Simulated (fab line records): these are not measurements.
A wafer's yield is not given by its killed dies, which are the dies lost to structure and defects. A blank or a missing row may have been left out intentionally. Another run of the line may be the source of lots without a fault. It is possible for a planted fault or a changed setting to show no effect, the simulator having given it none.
A lot that was struck, set against a sound lot / flow n5Finfet / 16 out of 1938 route steps
Sound: the wafers L344.1, L344.4, L344.6. Struck: wafer L349.5 (left out: L349.4, a lot-mate that was not struck); the cause follows at the end.
Each step with rows lists, per side, the tool, then ch with its chambers, then its first start. Under that, the readings that differ: sound wafers / struck wafers / difference of the means / sigmas: that difference in standard deviations of wafers without a fault.
alike: words and numbers the same on both sides, and readings whose means are apart by under 2 such deviations; not compared: readings that were withheld, readings missing a value for some wafer, numbers with overlapping values and no deviation given by the record, and bounds like >300 which may hide the same value.
The two part at a step that has a row with sigmas, a row that says differs or no value, or rows on one side only. Non-overlapping numbers with no deviation appear without sigmas and do not part them. A reading that every wafer of one side lacks parts them only if that side has two wafers or more.

N5_BEOL_M2_ETCH_41: etches SiCN in CH3F/O2, target depth 29.9 nm, time 52.5 s.
  sound: rieDiel-04 ch 0,2,3; struck: rieDiel-05 ch 0
  alike: drypumpMotorCurrentA, oesProductAu, rfVppV, showerheadPlenumPTorr, throttleValvePct
  not compared: rfHoursCounterH
then, 1 step without rows for these wafers: N5_BEOL_M2_STRIP_97 (strips in N2/H2, time 10 s).
N5_BEOL_M2_OCD_MEAS_38:
  sound on ocd-02 at day 7 09:45; struck on ocd-01 at day 8 20:46
  alike: trenchDepthNm
then, 4 steps without rows for these wafers: N5_BEOL_M2_HM_STRIP_39 (strips TiN in peroxide tin strip, target depth 25 nm, time 158 s); N5_BEOL_M2_SRD_40 (time 30 s); N5_BEOL_M2_PRECLEAN_42 (cleans in residue remover, time 60 s); N5_BEOL_M2_SRD_43 (time 30 s).
N5_BEOL_M2_CD_MEAS_35: target cd 18 nm, target cd y 22.2 nm.
  sound on cdSem-03 at day 7 09:54; struck on cdSem-03 at day 8 20:55
  alike: cdNm
N5_BEOL_M2_DEGAS_44: time 60 s.
  sound on pvdSputter-01 at day 7 10:19; struck on pvdSputter-01 at day 8 20:58
reading=heaterPowerW (W); sound=348 338 350; struck=221; difference=-124; sigmas=-3
then, 1 step without rows for these wafers: N5_BEOL_M2_PRE_CLEAN_45 (time 30 s).
N5_BEOL_M2_ALD_84: deposits TaN, pulse time 2 s, purge time 3 s, co reactant purge time 2 s.
  sound on aldMetal-01 ch 1,2,3, day 7 10:26; struck on aldMetal-02 ch 0, day 8 21:04
reading=precursorVesselTempC (C); sound=75.15 74.83 75.07; struck=74.70; difference=-0.32; sigmas=-3
  alike: heaterPowerW
N5_BEOL_M2_SURFACE_TREAT_85:
  sound on pvdSputter-03 at day 7 10:54; struck on pvdSputter-03 at day 8 21:17
  not compared: throttleValvePct
N5_BEOL_M2_CVD_47: deposits Co from CCTBA/H2, target thk 3 nm, time 223.8 s.
  sound on cvdCo-02 ch 0,2, day 7 11:01; struck on cvdCo-01 ch 2, day 8 21:26
reading=runLengthS (s); sound=246.8 247.6 246.9; struck=167.4; difference=-79.7; sigmas=-99 or more
N5_BEOL_M2_SPUTTER_48: material Cu, target thk 4.5 nm, time 8.29 s.
  sound on pvdSputter-03 at day 7 11:11; struck on pvdSputter-01 at day 8 21:32
  alike: chuckSensorTempC, substrateTempC, throttleValvePct
-- record jumps: 2 days separate the struck wafers' starts on either side; left off in module BEOL_M2, taken up again in module BEOL_M4, whose first shown step is the route's number 1111 --
N5_BEOL_M4_RC_MEAS_101:
  sound on prober-01 ch 0, day 8 09:47; struck on prober-01 ch 0, day 11 01:28
reading=DIBL_P (mV/V); sound=32.1 34.2 34.4; struck=37.2; difference=+3.6; sigmas=+2
  alike: DIBL_N, IOFF_N, IOFF_P, ION_N, ION_P, SS_N, SS_P, VT_N, VT_P
-- record jumps: 5 days separate the struck wafers' starts on either side; left off in module BEOL_M4, taken up again in module PASSIVATION, whose first shown step is the route's number 1936 --
N5_PASSIVATION_PROBE_49:
  the record has rows for the struck wafers here (prober-02, day 15 16:55) and none for the sound ones

WHERE THEY PART
Last at N5_PASSIVATION_PROBE_49 as far as this record goes, first at N5_BEOL_M2_DEGAS_44.

WHY: the cause the simulator had injected
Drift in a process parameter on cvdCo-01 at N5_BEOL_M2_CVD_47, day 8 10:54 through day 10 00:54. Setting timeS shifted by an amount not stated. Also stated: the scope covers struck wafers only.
